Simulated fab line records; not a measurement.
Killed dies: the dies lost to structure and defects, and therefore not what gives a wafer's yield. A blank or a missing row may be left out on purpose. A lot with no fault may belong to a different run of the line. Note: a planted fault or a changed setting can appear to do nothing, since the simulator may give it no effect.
Which tool is to blame?	flow nand-harc	21 lots, 63 wafers sampled, at 6 steps of a route of 1159

## WHAT THE GAUGES READ, wafer by wafer
No reading from a measuring or inspecting step in the record can be judged against a usual standard deviation.

## TOOL THAT RAN EACH LOT (tool first, then ch and the chambers of the sampled wafers, then the start)
lot	NHARC_A_STAIRCASE_ETCH_169	NHARC_A_STAIRCASE_ETCH_23	NHARC_A_STAIRCASE_DESCUM_186	NHARC_A_STAIRCASE_TRIM_187	NHARC_A_STAIRCASE_TRIM_191	NHARC_A_STAIRCASE_TRIM_200
L077	rie-diel-11 ch 0,1, day 11 06:30	rie-diel-11 ch 0,1,2, day 11 12:59 or earlier	rie-diel-10 ch 0,1, day 11 12:59	rie-diel-10 ch 0,3, day 11 13:05	rie-diel-10 ch 0,1,3, no start	rie-diel-10 ch 2,3, no start
L075	rie-diel-11 ch 1,3, day 11 07:00	rie-diel-11 ch 1,2,3, day 11 13:18 or earlier	rie-diel-11 ch 2,3, day 11 13:18	rie-diel-11 ch 0,1,3, day 11 13:25	rie-diel-11 ch 0,1,2, no start	rie-diel-12 ch 0,2, no start
L074	rie-diel-11 ch 0,2,3, day 11 10:27	rie-diel-12 ch 0,1, day 11 15:59 or earlier	rie-diel-10 ch 0,1, day 11 15:59	rie-diel-10 ch 0,1, day 11 16:04	rie-diel-10 ch 0,1,3, no start	rie-diel-10 ch 1,3, no start
L076	rie-diel-12 ch 1,3, day 11 15:38	rie-diel-12 ch 0,1,3, day 12 00:05 or earlier	rie-diel-12 ch 0,1,3, day 12 00:05	rie-diel-12 ch 1,2, day 12 00:10	rie-diel-12 ch 1,2,3, no start	rie-diel-11 ch 2,3, no start
L079	rie-diel-10 ch 0,3, day 11 15:47	rie-diel-11 ch 0,1,3, day 11 21:38 or earlier	rie-diel-10 ch 0,1, day 11 21:38	rie-diel-10 ch 1,3, day 11 21:44	rie-diel-10 ch 0,2, no start	rie-diel-12 ch 0,1,3, no start
L080	rie-diel-10 ch 1,3, day 11 23:39	rie-diel-10 ch 0,3, day 12 05:57 or earlier	rie-diel-11 ch 0,1,3, day 12 05:57	rie-diel-11 ch 1,2,3, day 12 06:01	rie-diel-11 ch 2,3, no start	rie-diel-10 ch 1,2,3, no start
L081	rie-diel-12 ch 0,1, day 12 10:35	rie-diel-12 ch 0,1,3, day 12 16:33 or earlier	rie-diel-10 ch 0,2,3, day 12 16:33	rie-diel-10 ch 0,3, day 12 16:41	rie-diel-10 ch 0,2,3, no start	rie-diel-12 ch 1,2,3, no start
L082	rie-diel-12 ch 1,2,3, day 12 19:08	rie-diel-12 ch 1,2,3, day 13 01:23 or earlier	rie-diel-12 ch 0,1,3, day 13 01:23	rie-diel-12 ch 1,2, day 13 01:28	rie-diel-12 ch 0,1, no start	rie-diel-10 ch 1,2,3, no start
L083	rie-diel-10 ch 1,2,3, day 13 02:00	rie-diel-11 ch 0,2,3, day 13 10:09 or earlier	rie-diel-12 ch 0,1,2, day 13 10:09	rie-diel-12 ch 0,1,2, day 13 10:14	rie-diel-12 ch 0,1,2, no start	rie-diel-12 ch 0,1,2, no start
L084	rie-diel-10 ch 0,1,3, day 13 02:10	rie-diel-10 ch 0,1,2, day 13 10:31 or earlier	rie-diel-11 ch 0,1,3, day 13 10:31	rie-diel-11 ch 0,2,3, day 13 10:36	rie-diel-11 ch 0,2,3, no start	rie-diel-10 ch 1,2,3, no start
L085	rie-diel-12 ch 1,2,3, day 13 13:43	rie-diel-12 ch 0,1, day 13 19:49 or earlier	rie-diel-12 ch 0,1,2, day 13 19:49	rie-diel-12 ch 1,2, day 13 19:54	rie-diel-12 ch 0,1, no start	rie-diel-12 ch 0,1,2, no start
L086	rie-diel-10 ch 0,1, day 13 21:40	rie-diel-10 ch 1,3, day 14 05:53 or earlier	rie-diel-10 ch 0,1,2, day 14 05:53	rie-diel-10 ch 0,1,3, day 14 06:00	rie-diel-10 ch 1,2,3, no start	rie-diel-12 ch 0,1, no start
L090	rie-diel-12 ch 0,2,3, day 14 13:25	rie-diel-12 ch 0,1,3, day 14 18:38 or earlier	rie-diel-10 ch 1,2,3, day 14 18:38	rie-diel-10 ch 0,1,2, day 14 18:43	rie-diel-10 ch 0,2,3, no start	rie-diel-12 ch 0,1,2, no start
L089	rie-diel-10 ch 0,1, day 14 13:33	rie-diel-10 ch 2,3, day 14 19:21 or earlier	rie-diel-12 ch 0,1,3, day 14 19:21	rie-diel-12 ch 0,1, day 14 19:26	rie-diel-12 ch 0,1,2, no start	rie-diel-11 ch 2,3, no start
L091	rie-diel-11 ch 0,1,2, day 14 18:07	rie-diel-11 ch 0,1,3, day 15 00:35 or earlier	rie-diel-11 ch 1,2,3, day 15 00:35	rie-diel-11 ch 0,1,2, day 15 00:40	rie-diel-11 ch 0,1,2, no start	rie-diel-12 ch 2,3, no start
L093	rie-diel-11 ch 1,2,3, day 15 08:10	rie-diel-12 ch 0,1,2, day 15 13:29 or earlier	rie-diel-10 ch 0,1,2, day 15 13:29	rie-diel-10 ch 0,1,3, day 15 13:43	rie-diel-10 ch 0,2,3, no start	rie-diel-10 ch 2,3, no start
L092	rie-diel-11 ch 1,2,3, day 15 11:32	rie-diel-11 ch 2,3, day 15 17:01 or earlier	rie-diel-10 ch 0,1, day 15 17:01	rie-diel-10 ch 0,1, day 15 17:06	rie-diel-11 ch 0,1,3, day 15 17:37	rie-diel-11 ch 1,2,3, no start
L094	rie-diel-10 ch 0,1,2, day 15 15:12	rie-diel-12 ch 0,2,3, day 15 20:59 or earlier	rie-diel-11 ch 1,2,3, day 15 20:59	rie-diel-11 ch 0,2,3, day 15 21:04	rie-diel-11 ch 0,1,3, no start	rie-diel-11 ch 0,1,2, no start
L095	rie-diel-12 ch 0,1,3, day 15 15:24	rie-diel-11 ch 1,2,3, day 15 21:57 or earlier	rie-diel-11 ch 0,2, day 15 21:57	rie-diel-11 ch 1,3, day 15 22:01	rie-diel-11 ch 1,2, no start	rie-diel-11 ch 1,2,3, no start
L096	rie-diel-12 ch 2,3, day 15 19:56	rie-diel-12 ch 1,2,3, day 16 03:19 or earlier	rie-diel-10 ch 0,1,3, day 16 03:19	rie-diel-10 ch 1,2,3, day 16 03:23	rie-diel-10 ch 2,3, no start	rie-diel-10 ch 0,1,3, no start
L097	rie-diel-11 ch 0,2,3, day 16 21:09	rie-diel-10 ch 1,2,3, day 17 07:43 or earlier	rie-diel-11 ch 0,1, day 17 07:43	rie-diel-11 ch 0,1, day 17 07:48	rie-diel-11 ch 0,1, no start	rie-diel-11 ch 2,3, no start
- NHARC_A_STAIRCASE_ETCH_169: etches the open film in CH3F/O2, target depth 50 nm, time 107.1 s.
- NHARC_A_STAIRCASE_ETCH_23: etches the open film in C4F8/O2, target depth 100 nm, time 40.5 s.
- NHARC_A_STAIRCASE_DESCUM_186: chemistry O2, time 3 s.
- NHARC_A_STAIRCASE_TRIM_187: chemistry O2, time 211.2 s.
- NHARC_A_STAIRCASE_TRIM_191: chemistry O2, time 211.2 s.
- NHARC_A_STAIRCASE_TRIM_200: chemistry O2, time 211.2 s.

## WHAT THE TOOLS THEMSELVES READ (means of the sampled wafers that have a number; where no wafer has one, the mark that the record gives instead)
NHARC_A_STAIRCASE_ETCH_169. Usual: drypump-motor-current-A 5.9 A, standard deviation 0.46; oes-product-au 0.951 a.u., standard deviation 0.019; rf-vpp-V 244.3 V, standard deviation 1.5; showerhead-plenum-p-Torr 2.46 Torr, standard deviation 0.088; throttle-valve-pct 20.664 %, standard deviation 0.0092.
lot	tool	drypump-motor-current-A (A)	oes-product-au (a.u.)	rf-vpp-V (V)	showerhead-plenum-p-Torr (Torr)	throttle-valve-pct (%)	flag
L077	rie-diel-11	6.1	0.944	242.6	2.39	20.666	
L075	rie-diel-11	6.4	0.943	245.5	2.49	20.659	
L074	rie-diel-11	6.3	0.944	243.3	2.44	20.671	
L076	rie-diel-12	6.0	0.962	244.4	2.47	20.670	
L079	rie-diel-10	5.7	0.979	244.5	2.48	20.662	
L080	rie-diel-10	5.5	0.969	243.6	2.44	20.666	
L081	rie-diel-12	6.0	0.969	244.2	2.45	20.672	
L082	rie-diel-12	6.3	0.972	244.8	2.47	20.668	
L083	rie-diel-10	5.4	0.972	244.1	2.45	20.659	
L084	rie-diel-10	5.5	0.965	244.6	2.43	20.663	
L085	rie-diel-12	6.3	0.972	244.3	2.47	20.668	
L086	rie-diel-10	5.4	0.924	243.5	2.37	20.655	
L090	rie-diel-12	6.1	0.955	245.8	2.55	20.675	
L089	rie-diel-10	5.6	0.951	243.5	2.41	20.662	
L091	rie-diel-11	6.1	0.957	243.2	2.40	20.654	
L093	rie-diel-11	6.3	0.948	244.0	2.46	20.668	
L092	rie-diel-11	6.3	0.929	244.8	2.46	20.664	
L094	rie-diel-10	5.4	0.932	243.8	2.42	20.652	
L095	rie-diel-12	6.0	0.971	243.9	2.45	20.667	
L096	rie-diel-12	6.1	0.933	245.6	2.55	20.666	
L097	rie-diel-11	6.2	0.932	244.1	2.42	20.666	

NHARC_A_STAIRCASE_ETCH_23. Usual: oes-product-au 0.943 a.u., standard deviation 0.0097; rf-vpp-V 896 V, standard deviation 4.7.
lot	tool	oes-product-au (a.u.)	rf-vpp-V (V)	flag
L077	rie-diel-11	0.935	893	
L075	rie-diel-11	0.943	896	
L074	rie-diel-12	0.956	897	
L076	rie-diel-12	0.944	896	
L079	rie-diel-11	0.944	894	
L080	rie-diel-10	0.946	897	
L081	rie-diel-12	0.949	896	
L082	rie-diel-12	0.946	896	
L083	rie-diel-11	0.941	894	
L084	rie-diel-10	0.954	894	
L085	rie-diel-12	0.948	895	
L086	rie-diel-10	0.926	892	
L090	rie-diel-12	0.951	895	
L089	rie-diel-10	0.950	897	
L091	rie-diel-11	0.940	894	
L093	rie-diel-12	0.952	896	
L092	rie-diel-11	0.943	897	
L094	rie-diel-12	0.944	899	
L095	rie-diel-11	0.933	896	
L096	rie-diel-12	0.947	896	
L097	rie-diel-10	0.935	895	

NHARC_A_STAIRCASE_DESCUM_186. Usual: drypump-motor-current-A 5.9 A, standard deviation 0.47; oes-product-au 0.999 a.u., standard deviation 0.0075; rf-vpp-V 57.6 V, standard deviation 0.9; showerhead-plenum-p-Torr 1.90 Torr, standard deviation 0.072; throttle-valve-pct 11.312 %, standard deviation 0.0096.
lot	tool	drypump-motor-current-A (A)	oes-product-au (a.u.)	rf-vpp-V (V)	showerhead-plenum-p-Torr (Torr)	throttle-valve-pct (%)	flag
L077	rie-diel-10	5.5	0.999	57.5	1.88	11.321	
L075	rie-diel-11	6.4	0.997	58.3	1.95	11.305	
L074	rie-diel-10	5.4	0.986	56.6	1.84	11.321	
L076	rie-diel-12	6.0	0.996	57.5	1.91	11.311	
L079	rie-diel-10	5.4	1.001	56.7	1.84	11.308	
L080	rie-diel-11	6.3	1.003	57.7	1.88	11.316	
L081	rie-diel-10	5.6	1.002	58.3	1.94	11.310	
L082	rie-diel-12	6.0	0.997	57.5	1.91	11.319	
L083	rie-diel-12	6.3	0.999	57.9	1.92	11.315	
L084	rie-diel-11	6.2	1.004	57.4	1.88	11.317	
L085	rie-diel-12	6.3	0.998	57.2	1.92	11.313	
L086	rie-diel-10	5.4	0.996	57.7	1.89	11.311	
L090	rie-diel-10	5.4	0.995	58.1	1.90	11.318	
L089	rie-diel-12	6.0	0.989	58.6	1.90	11.319	
L091	rie-diel-11	6.2	1.000	57.8	1.92	11.306	
L093	rie-diel-10	5.4	1.008	57.6	1.88	11.302	
L092	rie-diel-10	5.4	0.993	57.0	1.83	11.310	
L094	rie-diel-11	6.3	0.999	57.9	1.92	11.313	
L095	rie-diel-11	6.1	0.998	57.9	1.87	11.314	
L096	rie-diel-10	5.5	0.995	57.7	1.88	11.310	
L097	rie-diel-11	6.1	1.000	57.6	1.84	11.310	

NHARC_A_STAIRCASE_TRIM_187. Usual: drypump-motor-current-A 5.9 A, standard deviation 0.48; oes-product-au 1.000 a.u., standard deviation 0.0072; rf-vpp-V 57.7 V, standard deviation 0.88; showerhead-plenum-p-Torr 3.51 Torr, standard deviation 0.12; throttle-valve-pct 17.035 %, standard deviation 0.0085.
lot	tool	drypump-motor-current-A (A)	oes-product-au (a.u.)	rf-vpp-V (V)	showerhead-plenum-p-Torr (Torr)	throttle-valve-pct (%)	flag
L077	rie-diel-10	5.7	1.000	57.8	3.57	17.046	
L075	rie-diel-11	6.3	0.993	57.8	3.47	17.031	
L074	rie-diel-10	5.6	0.998	58.1	3.46	17.040	
L076	rie-diel-12	6.6	0.998	58.6	3.56	17.036	
L079	rie-diel-10	5.4	0.998	57.3	3.43	17.033	
L080	rie-diel-11	6.3	1.009	57.5	3.55	17.034	
L081	rie-diel-10	5.7	1.009	58.4	3.57	17.036	
L082	rie-diel-12	6.6	1.000	57.7	3.43	17.033	
L083	rie-diel-12	6.4	1.002	57.5	3.53	17.035	
L084	rie-diel-11	6.3	1.005	57.8	3.49	17.039	
L085	rie-diel-12	6.6	1.005	58.4	3.56	17.042	
L086	rie-diel-10	5.6	0.998	57.9	3.48	17.035	
L090	rie-diel-10	5.4	0.998	57.4	3.48	17.038	
L089	rie-diel-12	6.0	0.995	57.9	3.50	17.036	
L091	rie-diel-11	6.1	1.003	58.2	3.44	17.030	
L093	rie-diel-10	5.5	1.000	57.3	3.48	17.034	
L092	rie-diel-10	5.4	0.991	57.5	3.40	17.034	
L094	rie-diel-11	6.3	1.000	57.4	3.48	17.027	
L095	rie-diel-11	6.3	1.001	58.1	3.51	17.039	
L096	rie-diel-10	5.4	0.996	57.5	3.50	17.040	
L097	rie-diel-11	6.1	1.007	58.0	3.35	17.034	

NHARC_A_STAIRCASE_TRIM_191. Usual: drypump-motor-current-A 6.0 A, standard deviation 0.47; oes-product-au 1.000 a.u., standard deviation 0.0081; rf-vpp-V 57.8 V, standard deviation 0.92; showerhead-plenum-p-Torr 3.51 Torr, standard deviation 0.12; throttle-valve-pct 17.037 %, standard deviation 0.0094.
lot	tool	drypump-motor-current-A (A)	oes-product-au (a.u.)	rf-vpp-V (V)	showerhead-plenum-p-Torr (Torr)	throttle-valve-pct (%)	flag
L077	rie-diel-10	5.6	0.994	58.3	3.49	17.052	
L075	rie-diel-11	6.1	1.006	57.9	3.46	17.048	
L074	rie-diel-10	5.6	1.003	57.2	3.49	17.045	
L076	rie-diel-12	6.3	0.996	58.4	3.55	17.039	
L079	rie-diel-10	5.4	0.995	58.6	3.58	17.041	
L080	rie-diel-11	6.2	1.006	57.6	3.57	17.036	
L081	rie-diel-10	5.5	1.006	58.4	3.57	17.039	
L082	rie-diel-12	6.3	0.998	57.8	3.41	17.031	
L083	rie-diel-12	6.3	0.992	57.2	3.53	17.038	
L084	rie-diel-11	6.2	1.010	57.3	3.49	17.035	
L085	rie-diel-12	6.3	0.990	57.6	3.40	17.042	
L086	rie-diel-10	5.4	0.997	57.3	3.51	17.040	
L090	rie-diel-10	5.6	1.003	57.8	3.56	17.037	
L089	rie-diel-12	6.4	0.995	57.7	3.53	17.037	
L091	rie-diel-11	6.1	1.008	57.3	3.44	17.042	
L093	rie-diel-10	5.6	1.002	57.6	3.56	17.036	
L092	rie-diel-11	6.3	0.994	57.8	3.45	17.030	
L094	rie-diel-11	6.3	1.003	57.5	3.45	17.034	
L095	rie-diel-11	6.0	1.004	58.2	3.52	17.033	
L096	rie-diel-10	5.4	0.996	57.2	3.58	17.030	
L097	rie-diel-11	6.1	1.005	57.3	3.35	17.039	

NHARC_A_STAIRCASE_TRIM_200. Usual: drypump-motor-current-A 6.0 A, standard deviation 0.46; oes-product-au 1.000 a.u., standard deviation 0.0069; rf-vpp-V 57.8 V, standard deviation 0.94; showerhead-plenum-p-Torr 3.53 Torr, standard deviation 0.13; throttle-valve-pct 17.036 %, standard deviation 0.0091.
lot	tool	drypump-motor-current-A (A)	oes-product-au (a.u.)	rf-vpp-V (V)	showerhead-plenum-p-Torr (Torr)	throttle-valve-pct (%)	flag
L077	rie-diel-10	5.4	1.002	59.0	3.60	17.039	
L075	rie-diel-12	6.1	0.996	58.0	3.65	17.029	
L074	rie-diel-10	5.5	1.002	57.3	3.51	17.038	
L076	rie-diel-11	6.4	0.999	58.0	3.59	17.035	
L079	rie-diel-12	6.0	1.002	57.4	3.53	17.039	
L080	rie-diel-10	5.4	1.005	58.3	3.52	17.031	
L081	rie-diel-12	6.3	0.991	58.6	3.55	17.042	
L082	rie-diel-10	5.4	1.007	57.6	3.52	17.035	
L083	rie-diel-12	6.3	1.001	57.7	3.53	17.036	
L084	rie-diel-10	5.4	1.007	57.6	3.51	17.028	
L085	rie-diel-12	6.3	0.996	57.7	3.53	17.039	
L086	rie-diel-12	6.0	1.002	57.7	3.50	17.038	
L090	rie-diel-12	6.3	0.997	58.0	3.53	17.040	
L089	rie-diel-11	6.4	0.998	58.0	3.57	17.044	
L091	rie-diel-12	6.1	0.999	56.9	3.66	17.037	
L093	rie-diel-10	5.5	1.003	56.9	3.58	17.029	
L092	rie-diel-11	6.3	1.005	57.7	3.53	17.028	
L094	rie-diel-11	6.1	0.994	57.9	3.44	17.035	
L095	rie-diel-11	6.3	1.003	58.4	3.53	17.045	
L096	rie-diel-10	5.5	0.990	57.5	3.48	17.026	
L097	rie-diel-11	6.2	1.004	57.6	3.55	17.035	

## THE ANSWER, worked out from the rows above alone
Rule: a lot is off if the mean of its wafers that have a number lies more than 3 standard deviations from the usual mean. A lot without any number at a reading at which 4 lots or more have one is off too. Any other lot the step has rows for is counted as sound. After the gauges, taken in route order, come the tools' own readings; for these a lot's mean is taken, as printed above. At the first step where some lot is off, the reading lying furthest off is the one used; lots without a number count as furthest.
Nothing can be told from this: no lot is off at any reading shown.

## WHAT THE SIMULATOR HAD PUT IN
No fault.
